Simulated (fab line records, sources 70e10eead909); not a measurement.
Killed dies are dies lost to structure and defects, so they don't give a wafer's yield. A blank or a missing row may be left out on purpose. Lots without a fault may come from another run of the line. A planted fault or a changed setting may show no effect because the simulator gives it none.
A struck lot beside a sound one | flow nand_harc | 42 steps out of a route of 1159
Sound: wafers L550.2, L550.4, L550.6. Struck: wafers L552.1, L552.2, L552.6. The cause comes at the end.
At each step with rows: each side's tool, then ch and its chambers, then its first start. Under that, the readings that differ: sound wafers | struck wafers | difference of the means | sigmas: that difference in standard deviations of wafers without a fault.
alike: readings whose means differ by less than 2 such deviations, and words and numbers that are the same on both sides. not compared: withheld readings, readings that some wafer has no value for, bounds like >300 that may hide the same value, and numbers for which the record gives no deviation and whose values overlap.
The two part at a step that has a row with sigmas, a row that says differs or no value, or rows on one side only. Numbers that don't overlap but have no deviation are shown without sigmas and don't part them. A reading that every wafer of one side lacks parts them only if that side has two wafers or more.

NHARC_P_ZERO_WELL_DESCUM_54: chemistry O2, time 3 s.
  sound on rie_diel-01 ch 0,2, day 2 18:04; struck on rie_diel-01 ch 0,2,3, day 3 05:59
  alike: drypump_motor_current_A, oes_product_au, rf_vpp_V, showerhead_plenum_p_Torr, throttle_valve_pct
  not compared: rf_hours_counter_h
then, 6 steps without rows for these wafers: NHARC_P_ZERO_WELL_IMPLANT_55; NHARC_P_ZERO_WELL_IMPLANT_61; NHARC_P_ZERO_WELL_STRIP_56 (strips in SPM, time 840 s); NHARC_P_ZERO_WELL_PRECLEAN_68 (cleans in SC1, time 60 s); NHARC_P_ZERO_WELL_SRD_69; NHARC_P_ZERO_WELL_RTA_42 (time 300 s).
NHARC_P_ZERO_WELL_INSPECT_43:
  sound on defect_inspect-01, day 2 19:49; struck on defect_inspect-02, day 3 07:46
  alike: raw_defect_count
then, 4 steps without rows for these wafers: NHARC_P_STI_ETCH_26 (etches SiO2 in dHF, target depth 11 nm); NHARC_P_STI_PRECLEAN_27 (cleans in SC1); NHARC_P_STI_SRD_28; NHARC_P_STI_OXIDE_29 (material SiO2, target thk 10 nm, ox time 1362 s).
NHARC_P_STI_HM_DEP_30: deposits Si3N4, target thk 80 nm, time 873 s.
  sound on lpcvd-01 ch 1, day 3 08:28; struck on lpcvd-01 ch 0, day 3 19:02
  reading               | sound       | struck      | difference | sigmas
  spike_tc_bottom_C (C) | 815 816 817 | 805 805 805 | -11        | -2
  alike: pressure_mtorr, zone_power_centre_pct
then, 9 steps without rows for these wafers: NHARC_P_STI_DEHYDRATE_01 (time 120 s); NHARC_P_STI_HMDS_02 (time 30 s); NHARC_P_STI_COAT_41 (time 65 s); NHARC_P_STI_COAT_03 (resist thk 600 nm); NHARC_P_STI_SOFTBAKE_04 (time 70 s); NHARC_P_STI_EBR_05; NHARC_P_STI_EXPOSE_06 (exposes mask P STI, target cd 200 nm); NHARC_P_STI_PEB_07 (peb time 80 s); NHARC_P_STI_DEVELOP_08 (time 50 s).
NHARC_P_STI_CD_MEAS_09: target cd 200 nm.
  sound on cd_sem-03 ch 0, day 3 12:28; struck on cd_sem-01 ch 0, day 3 23:07
  reading    | sound       | struck      | difference | sigmas
  cd_nm (nm) | 194 194 196 | 201 201 200 | +6         | +2
NHARC_P_STI_OVL_MEAS_10:
  sound on overlay-02, day 3 12:34; struck on overlay-02, day 3 23:13
  reading           | sound    | struck | difference | sigmas
  overlay_x_nm (nm) | -6 -6 -6 | 4 4 4  | +10        | +2
  alike: overlay_y_nm
NHARC_P_STI_INSPECT_11:
  sound on defect_inspect-01, day 3 12:36; struck on defect_inspect-02, day 3 23:14
  alike: raw_defect_count
then, 1 step without rows for these wafers: NHARC_P_STI_HARDBAKE_13 (time 65 s).
NHARC_P_STI_DESCUM_14: chemistry O2, time 3 s.
  sound on rie_diel-04 ch 0,2,3, day 3 12:45; struck on rie_diel-07 ch 0,2,3, day 3 23:24
  alike: drypump_motor_current_A, oes_product_au, rf_vpp_V, showerhead_plenum_p_Torr, throttle_valve_pct
  not compared: rf_hours_counter_h
NHARC_P_STI_ETCH_42: etches the open film in N2/H2, target depth 80 nm, overetch 24 nm, time 61 s.
  sound on rie_diel-04 ch 2,3, day 3 12:49; struck on rie_diel-07 ch 0,1,3, day 3 23:28
  alike: drypump_motor_current_A, oes_product_au, rf_vpp_V, showerhead_plenum_p_Torr, throttle_valve_pct
  not compared: rf_hours_counter_h
NHARC_P_STI_ETCH_31: etches the open film in CF4/CHF3, target depth 108.9 nm, time 54.5 s.
  sound on rie_diel-04 ch 0,1,2; struck on rie_diel-07 ch 1,3
  alike: drypump_motor_current_A, oes_product_au, rf_vpp_V, showerhead_plenum_p_Torr, throttle_valve_pct
  not compared: rf_hours_counter_h
NHARC_P_STI_ETCH_15: etches the open film in HBr/Cl2, target depth 300 nm, time 100.1 s.
  sound on rie_si-03 ch 0,3, day 3 13:01; struck on rie_si-01 ch 0,1,2, day 3 23:40
  alike: drypump_motor_current_A, he_backside_leak_sccm, oes_product_au, throttle_valve_pct
  not compared: rf_hours_counter_h
NHARC_P_STI_CD_MEAS_16:
  sound on cd_sem-03, day 3 13:11; struck on cd_sem-03, day 3 23:50
  reading    | sound       | struck      | difference | sigmas
  cd_nm (nm) | 192 193 196 | 202 201 201 | +8         | +3
NHARC_P_STI_OCD_MEAS_17:
  sound on ocd-01, day 3 13:16; struck on ocd-01, day 3 23:55
  alike: trench_foot_cd_nm
then, 3 steps without rows for these wafers: NHARC_P_STI_STRIP_19 (strips in SPM, time 900 s); NHARC_P_STI_PRECLEAN_32 (cleans in SC1); NHARC_P_STI_SRD_23.
NHARC_P_STI_OCD_MEAS_43:
  sound on ocd-02, day 3 13:46; struck on ocd-01, day 4 00:26
  alike: trench_foot_cd_nm
then, 5 steps without rows for these wafers: NHARC_P_STI_OXIDE_33 (material SiO2, target thk 10 nm, ox time 281 s); NHARC_P_STI_HDPCVD_20 (deposits SiO2); NHARC_P_STI_ANNEAL_34 (time 1800 s); NHARC_P_STI_CMP_21 (polishes, t overpolish 20 s, target thk 380.67 nm); NHARC_P_STI_SRD_35.
-- the record jumps here: 17 days lie between the struck wafers' starts before and after (it left off in module P_STI and takes up again in module END, whose first step shown is number 1159 of the route) --
NHARC_END_SORT_01:
  the record has rows for the struck wafers here (prober-01 ch 0, day 20 14:16) and none for the sound ones

WHERE THEY PART
First at NHARC_P_STI_HM_DEP_30; last, within this record, at NHARC_END_SORT_01.

WHY: what the simulator had put in
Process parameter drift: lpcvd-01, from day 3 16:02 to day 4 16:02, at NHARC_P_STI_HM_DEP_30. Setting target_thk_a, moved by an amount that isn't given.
